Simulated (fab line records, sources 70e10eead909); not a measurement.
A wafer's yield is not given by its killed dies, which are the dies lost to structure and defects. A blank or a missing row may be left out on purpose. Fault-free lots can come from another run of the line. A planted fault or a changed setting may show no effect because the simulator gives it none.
Struck lot and sound lot, side by side :: flow nand-harc :: 38 steps out of a route of 1302
Sound: wafers L889.1, L889.5, L889.6. Wafers struck: L880.1, L880.4, L880.6. Last of all comes the cause.
At each step with rows: each side's tool, then ch and its chambers, then its first start. Under that, the readings that differ: sound wafers :: struck wafers :: difference of the means :: sigmas: that difference in standard deviations of wafers without a fault.
alike: same words and numbers on both sides, and readings whose means sit less than 2 such deviations apart. not compared: any withheld reading, any reading some wafer has no value for, any bound like >300 that may hide the same value, and any number with overlapping values for which the record gives no deviation.
The two part at a step that has a row with sigmas, a row that says differs or no value, or rows on one side only. When numbers do not overlap yet have no deviation, they are printed without sigmas and do not part them. Lack of a reading on every wafer of one side parts them only where that side has two or more wafers.

first, 10 steps without rows for these wafers: NHARC_A_CHANNEL_HOLE_D1_STRIP_41 (strips in N2/H2); NHARC_A_CHANNEL_HOLE_D1_STRIP_42 (strips in CF4/CHF3); NHARC_A_CHANNEL_HOLE_D1_STRIP_43 (strips in O2/COS); NHARC_A_CHANNEL_HOLE_D1_ETCH_44 (etches the open film in CF4/O2, target depth 140 nm, overetch 14 nm, time 77 s); NHARC_A_CHANNEL_HOLE_D1_STRIP_27 (strips in O2); NHARC_A_CHANNEL_HOLE_D1_PRECLEAN_28 (cleans in SC1); NHARC_A_CHANNEL_HOLE_D1_SRD_29; NHARC_A_CHANNEL_HOLE_D1_XSEM_31; NHARC_A_CHANNEL_FILL_D1_PRECLEAN_00 (cleans in SC1); NHARC_A_CHANNEL_FILL_D1_SRD_01.
NHARC_A_CHANNEL_FILL_D1_ALD_02: deposits SiO2, target thk 6 nm, pulse time 10 s, ald cycles 60.
  sound on ald-hk-02 ch 0,1, day 17 12:16; struck on ald-hk-04 ch 0,1, day 14 04:46
reading: ald-cycles
sound: 60 60 60
struck: 77 77 77
difference: +17
sigmas: 
  alike: heater-power-w, precursor-pulse-height-rel
then, 25 steps without rows for these wafers: NHARC_A_CHANNEL_FILL_D1_ALD_03 (deposits SiNx, target thk 6 nm, pulse time 60 s, ald cycles 58); NHARC_A_CHANNEL_FILL_D1_ALD_14 (deposits SiO2, target thk 2.5 nm, pulse time 10 s, ald cycles 25); NHARC_A_CHANNEL_FILL_D1_ALD_15 (deposits SiNx, target thk 2 nm, pulse time 60 s, ald cycles 19); NHARC_A_CHANNEL_FILL_D1_ALD_16 (deposits SiO2, target thk 1.5 nm, pulse time 10 s, ald cycles 15); NHARC_A_CHANNEL_FILL_D1_ANNEAL_17 (time 1800 s); NHARC_A_CHANNEL_FILL_D1_CVD_18 (deposits poly-Si, target thk 3 nm); NHARC_A_CHANNEL_FILL_D1_ETCHBACK_19 (etches the open film in HBr/Cl2, target depth 5 nm, time 1.7 s); NHARC_A_CHANNEL_FILL_D1_ETCHBACK_20 (etches the open film in C4F8/O2/Ar, target depth 27 nm, time 13.5 s); NHARC_A_CHANNEL_FILL_D1_STRIP_28 (strips in O2, time 20 s); NHARC_A_CHANNEL_FILL_D1_PRECLEAN_21 (cleans in dHF, time 30 s); NHARC_A_CHANNEL_FILL_D1_SRD_23; NHARC_A_CHANNEL_FILL_D1_CVD_05 (deposits poly-Si, target thk 5 nm); NHARC_A_CHANNEL_FILL_D1_ANNEAL_22 (time 7200 s); NHARC_A_CHANNEL_FILL_D1_ALD_25 (deposits SiOx, target thk 60 nm, pulse time 10 s, ald cycles 600); NHARC_A_CHANNEL_FILL_D1_ETCHBACK_08 (etches the open film in C4F8, target depth 220 nm, time 110 s); NHARC_A_CHANNEL_FILL_D1_STRIP_29 (strips in O2, time 20 s); NHARC_A_CHANNEL_FILL_D1_PRECLEAN_30 (cleans in dHF, time 30 s); NHARC_A_CHANNEL_FILL_D1_SRD_31; NHARC_A_CHANNEL_FILL_D1_CVD_09 (deposits poly-Si, target thk 150 nm, time 3000 s); NHARC_A_CHANNEL_FILL_D1_CMP_10 (polishes, target thk 150 nm); NHARC_A_CHANNEL_FILL_D1_SRD_12; NHARC_A_DECK1_JOINT_ETCHBACK_07 (etches the open film in HBr, target depth 105 nm, time 26.9 s); NHARC_A_DECK1_JOINT_ETCH_25 (etches SiO2 in dHF, target depth 0.5 nm); NHARC_A_DECK1_JOINT_ETCH_19 (etches poly-Si in TMAH, target depth 3 nm); NHARC_A_DECK1_JOINT_ETCH_18 (etches SiO2 in dHF, target depth 3 nm).
-- the record jumps here: 16 days lie between the struck wafers' starts before and after (it left off in module A_DECK1_JOINT and takes up again in module END, whose first step shown is number 1301 of the route) --
NHARC_END_WLT_00:
  sound: prober-02 at day 32 18:14; struck: prober-02 at day 30 05:01
reading: VT_DECK1_BOTTOM_INNER
sound: 0.874 0.868 0.872
struck: 0.881 0.888 0.893
difference: +0.016
sigmas: +2

reading: VT_DECK1_MIDDLE
sound: 0.888 0.883 0.889
struck: 0.908 0.902 0.912
difference: +0.021
sigmas: +3

reading: VT_DECK1_MIDDLE_INNER
sound: 0.890 0.888 0.883
struck: 0.901 0.902 0.902
difference: +0.015
sigmas: +2

reading: VT_DECK1_TOP
sound: 0.895 0.883 0.894
struck: 0.914 0.914 0.920
difference: +0.025
sigmas: +3

reading: VT_DECK1_TOP_INNER
sound: 0.895 0.894 0.894
struck: 0.925 0.920 0.923
difference: +0.028
sigmas: +4
  alike: VT_DECK1_BOTTOM, VT_DECK1_MEDIAN_NEAR_BOTTOM, VT_DECK1_MEDIAN_NEAR_BOTTOM_INNER, VT_DECK2_BOTTOM, VT_DECK2_BOTTOM_INNER, VT_DECK2_MEDIAN_NEAR_BOTTOM, VT_DECK2_MEDIAN_NEAR_BOTTOM_INNER, VT_DECK2_MIDDLE, VT_DECK2_MIDDLE_INNER, VT_DECK2_TOP, VT_DECK2_TOP_INNER
NHARC_END_SORT_01:
  sound on prober-02 ch 0, day 32 21:13; struck on prober-02 ch 0, day 30 08:00
  alike: killed-at-array, killed-at-other, killed-at-periphery, killed-dies, killed-open, killed-short

== WHERE THEY PART ==
At NHARC_END_WLT_00 and nowhere else, as far as this record goes. Later steps at which nothing parts them and some readings are alike: NHARC_END_SORT_01.

WHY: what had been put in by the simulator
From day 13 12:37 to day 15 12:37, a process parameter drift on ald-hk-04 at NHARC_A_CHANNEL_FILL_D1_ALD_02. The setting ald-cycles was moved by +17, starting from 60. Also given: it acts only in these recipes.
